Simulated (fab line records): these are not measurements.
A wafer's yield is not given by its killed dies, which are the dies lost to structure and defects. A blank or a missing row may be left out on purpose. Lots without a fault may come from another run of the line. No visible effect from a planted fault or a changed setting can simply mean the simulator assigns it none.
Split-lot experiment :: flow n5Finfet :: 39 wafers read across 7 lots, on a route 1938 steps long

## SPLIT DETAILS
At N5_BEOL_M7_TRENCH_ETCH_37 (etches SiCOH lowk in C4F6/O2, target depth 93.478 nm, time 31.2 s), the setting timeS was moved away from the recipe's 31.2 s on 12 of the 39 wafers read, by -32.0% to +17.8%. This setting was run at the recipe's value on the other wafers.

## FROM THE SPLIT TO THE READING: what the file shows between them, 11 steps
- N5_BEOL_M7_ETCH_41: etches SiCN in CH3F/O2, target depth 31.9 nm, time 57.8 s
- N5_BEOL_M7_STRIP_80: strips in N2/H2, time 10 s
- N5_BEOL_M7_OCD_MEAS_38
- N5_BEOL_M7_HM_STRIP_39: strips TiN in peroxide tin strip, target depth 25 nm, time 158 s
- N5_BEOL_M7_SRD_40: time 30 s
- N5_BEOL_M7_ECD_50: material Cu, target thk 300 nm
- N5_BEOL_M7_ANNEAL_51: time 90 s
- N5_BEOL_M7_CMP_52: polishes, stops on SiCOH lowk, t overpolish 6.9 s, target thk 80 nm
- N5_BEOL_M7_THK_MEAS_53: measures by xrf
- N5_BEOL_M7_PRE_CLEAN_55: time 15 s
- N5_BEOL_M7_DEP_56: deposits SiCN from 3MS/NH3, target thk 10 nm, time 17.5 s

## THE READING
Measured at N5_BEOL_M7_RS_MEAS_57 by four-point probe: M7_RS, in ohm/sq. On this fab line, fault-free wafers typically give 0.286 ohm/sq with a standard deviation of 0.0081 ohm/sq.

wafer: L076.1
tool, chamber at the split: rieDiel-04, 3
timeS as run, s: 36.75
against the recipe: +17.8%
M7_RS, ohm/sq: 0.235
against lot-mates on the recipe: -0.054

wafer: L076.2
tool, chamber at the split: rieDiel-04, 0
timeS as run, s: 31.2
against the recipe: recipe
M7_RS, ohm/sq: 0.280
against lot-mates on the recipe: -

wafer: L076.3
tool, chamber at the split: rieDiel-04, 2
timeS as run, s: 31.2
against the recipe: recipe
M7_RS, ohm/sq: 0.286
against lot-mates on the recipe: -

wafer: L076.4
tool, chamber at the split: rieDiel-04, 1
timeS as run, s: 36.75
against the recipe: +17.8%
M7_RS, ohm/sq: 0.239
against lot-mates on the recipe: -0.050

wafer: L076.5
tool, chamber at the split: rieDiel-04, 1
timeS as run, s: 31.2
against the recipe: recipe
M7_RS, ohm/sq: 0.300
against lot-mates on the recipe: -

wafer: L076.6
tool, chamber at the split: rieDiel-04, 0
timeS as run, s: 36.75
against the recipe: +17.8%
M7_RS, ohm/sq: 0.223
against lot-mates on the recipe: -0.066

wafer: L077.1
tool, chamber at the split: rieDiel-02, 3
timeS as run, s: 31.2
against the recipe: recipe
M7_RS, ohm/sq: 0.279
against lot-mates on the recipe: -

wafer: L077.2
tool, chamber at the split: rieDiel-02, 0
timeS as run, s: 31.2
against the recipe: recipe
M7_RS, ohm/sq: 0.287
against lot-mates on the recipe: -

wafer: L077.3
tool, chamber at the split: rieDiel-02, 1
timeS as run, s: 31.2
against the recipe: recipe
M7_RS, ohm/sq: 0.271
against lot-mates on the recipe: -

wafer: L077.4
tool, chamber at the split: rieDiel-02, 2
timeS as run, s: 31.2
against the recipe: recipe
M7_RS, ohm/sq: 0.283
against lot-mates on the recipe: -

wafer: L077.5
tool, chamber at the split: rieDiel-02, 0
timeS as run, s: 31.2
against the recipe: recipe
M7_RS, ohm/sq: 0.289
against lot-mates on the recipe: -

wafer: L077.6
tool, chamber at the split: rieDiel-02, 1
timeS as run, s: 31.2
against the recipe: recipe
M7_RS, ohm/sq: 0.273
against lot-mates on the recipe: -

wafer: L083.1
tool, chamber at the split: rieDiel-04, 1
timeS as run, s: 31.2
against the recipe: recipe
M7_RS, ohm/sq: 0.287
against lot-mates on the recipe: -

wafer: L083.3
tool, chamber at the split: rieDiel-04, 0
timeS as run, s: 31.2
against the recipe: recipe
M7_RS, ohm/sq: 0.273
against lot-mates on the recipe: -

wafer: L083.5
tool, chamber at the split: rieDiel-04, 2
timeS as run, s: 31.2
against the recipe: recipe
M7_RS, ohm/sq: 0.287
against lot-mates on the recipe: -

wafer: L088.1
tool, chamber at the split: rieDiel-04, 0
timeS as run, s: 31.2
against the recipe: recipe
M7_RS, ohm/sq: 0.282
against lot-mates on the recipe: -

wafer: L088.2
tool, chamber at the split: rieDiel-04, 3
timeS as run, s: 21.21
against the recipe: -32.0%
M7_RS, ohm/sq: 0.511
against lot-mates on the recipe: +0.228

wafer: L088.3
tool, chamber at the split: rieDiel-04, 2
timeS as run, s: 31.2
against the recipe: recipe
M7_RS, ohm/sq: 0.281
against lot-mates on the recipe: -

wafer: L088.4
tool, chamber at the split: rieDiel-04, 2
timeS as run, s: 21.21
against the recipe: -32.0%
M7_RS, ohm/sq: 0.511
against lot-mates on the recipe: +0.228

wafer: L088.5
tool, chamber at the split: rieDiel-04, 0
timeS as run, s: 21.21
against the recipe: -32.0%
M7_RS, ohm/sq: 0.493
against lot-mates on the recipe: +0.210

wafer: L088.6
tool, chamber at the split: rieDiel-04, 3
timeS as run, s: 31.2
against the recipe: recipe
M7_RS, ohm/sq: 0.287
against lot-mates on the recipe: -

wafer: L085.1
tool, chamber at the split: rieDiel-05, 2
timeS as run, s: 31.2
against the recipe: recipe
M7_RS, ohm/sq: 0.279
against lot-mates on the recipe: -

wafer: L085.2
tool, chamber at the split: rieDiel-05, 3
timeS as run, s: 31.2
against the recipe: recipe
M7_RS, ohm/sq: 0.285
against lot-mates on the recipe: -

wafer: L085.3
tool, chamber at the split: rieDiel-05, 1
timeS as run, s: 31.2
against the recipe: recipe
M7_RS, ohm/sq: 0.295
against lot-mates on the recipe: -

wafer: L085.4
tool, chamber at the split: rieDiel-05, 2
timeS as run, s: 31.2
against the recipe: recipe
M7_RS, ohm/sq: 0.287
against lot-mates on the recipe: -

wafer: L085.5
tool, chamber at the split: rieDiel-05, 1
timeS as run, s: 31.2
against the recipe: recipe
M7_RS, ohm/sq: 0.298
against lot-mates on the recipe: -

wafer: L085.6
tool, chamber at the split: rieDiel-05, 3
timeS as run, s: 31.2
against the recipe: recipe
M7_RS, ohm/sq: 0.285
against lot-mates on the recipe: -

wafer: L086.1
tool, chamber at the split: rieDiel-05, 2
timeS as run, s: 25.12
against the recipe: -19.5%
M7_RS, ohm/sq: 0.390
against lot-mates on the recipe: +0.104

wafer: L086.2
tool, chamber at the split: rieDiel-05, 1
timeS as run, s: 25.12
against the recipe: -19.5%
M7_RS, ohm/sq: 0.413
against lot-mates on the recipe: +0.127

wafer: L086.3
tool, chamber at the split: rieDiel-05, 3
timeS as run, s: 31.2
against the recipe: recipe
M7_RS, ohm/sq: 0.284
against lot-mates on the recipe: -

wafer: L086.4
tool, chamber at the split: rieDiel-05, 0
timeS as run, s: 31.2
against the recipe: recipe
M7_RS, ohm/sq: 0.284
against lot-mates on the recipe: -

wafer: L086.5
tool, chamber at the split: rieDiel-05, 3
timeS as run, s: 31.2
against the recipe: recipe
M7_RS, ohm/sq: 0.290
against lot-mates on the recipe: -

wafer: L086.6
tool, chamber at the split: rieDiel-05, 0
timeS as run, s: 25.12
against the recipe: -19.5%
M7_RS, ohm/sq: 0.393
against lot-mates on the recipe: +0.107

wafer: L097.1
tool, chamber at the split: rieDiel-05, 0
timeS as run, s: 24.63
against the recipe: -21.1%
M7_RS, ohm/sq: 0.413
against lot-mates on the recipe: +0.113

wafer: L097.2
tool, chamber at the split: rieDiel-05, 1
timeS as run, s: 31.2
against the recipe: recipe
M7_RS, ohm/sq: 0.305
against lot-mates on the recipe: -

wafer: L097.3
tool, chamber at the split: rieDiel-05, 2
timeS as run, s: 24.63
against the recipe: -21.1%
M7_RS, ohm/sq: 0.410
against lot-mates on the recipe: +0.110

wafer: L097.4
tool, chamber at the split: rieDiel-05, 3
timeS as run, s: 24.63
against the recipe: -21.1%
M7_RS, ohm/sq: 0.414
against lot-mates on the recipe: +0.114

wafer: L097.5
tool, chamber at the split: rieDiel-05, 2
timeS as run, s: 31.2
against the recipe: recipe
M7_RS, ohm/sq: 0.289
against lot-mates on the recipe: -

wafer: L097.6
tool, chamber at the split: rieDiel-05, 1
timeS as run, s: 31.2
against the recipe: recipe
M7_RS, ohm/sq: 0.305
against lot-mates on the recipe: -

THE FIT
A straight line over all 39 wafers: M7_RS changes by -0.00574 ohm/sq for each +1% of timeS; r = -0.97; the points scatter about the line by 0.018 ohm/sq.
The same after taking each lot's own level away (the mean of its wafers on the recipe; 39 wafers): -0.0057 ohm/sq for each +1%; r = -0.97; scatter 0.017 ohm/sq.
According to that fit, moving timeS by its largest amount changes the reading by 0.18 ohm/sq.
Across the lots, their own levels run from 0.2803 to 0.2997 ohm/sq, a range of 2.4 times the standard deviation given above.
Consequently the slope shifts little with the lot-to-lot level, the two slopes agreeing.
Check: for one of the wafers moved furthest among these (-32.0%), held out of the fit, the line's prediction against its lot-mates is +0.181 ohm/sq. Against them it came out at +0.228 ohm/sq.

## THE WHOLE CHAIN: every reading that the file lists as answering this split, in the file's order
step: N5_BEOL_M7_TRENCH_ETCH_37
what it does: etches SiCOH lowk in C4F6/O2, target depth 93.478 nm, time 31.2 s
reading: etch.depthNm (the simulator's own value, which no gauge read)
change (the file's fit): +0.927 nm for each +1% of the setting
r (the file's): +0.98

step: N5_BEOL_M7_TRENCH_ETCH_37
what it does: etches SiCOH lowk in C4F6/O2, target depth 93.478 nm, time 31.2 s
reading: BEOL_M7.featureDepthNm (the simulator's own value, which no gauge read)
change (the file's fit): +0.927 nm for each +1% of the setting
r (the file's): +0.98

step: N5_BEOL_M7_OCD_MEAS_38
what it does: 
reading: trenchDepthNm
change (the file's fit): +0.929 nm for each +1% of the setting
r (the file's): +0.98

step: N5_BEOL_M7_CMP_52
what it does: polishes, stops on SiCOH lowk, t overpolish 6.9 s, target thk 80 nm
reading: Cu_of_BEOL_M7_ECD_50.thkNm (the simulator's own value, which no gauge read)
change (the file's fit): +0.937 nm for each +1% of the setting
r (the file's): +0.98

step: N5_BEOL_M7_THK_MEAS_53
what it does: measures by xrf
reading: M7_THK
change (the file's fit): +0.938 for each +1% of the setting
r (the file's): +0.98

step: N5_BEOL_M7_RS_MEAS_57
what it does: measures by four-point-probe
reading: M7_RS
change (the file's fit): -0.00586 for each +1% of the setting
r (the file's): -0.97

## THE FILE'S OWN FIT
M7_RS changes by -0.00586 ohm/sq for each +1% of timeS, r = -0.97.
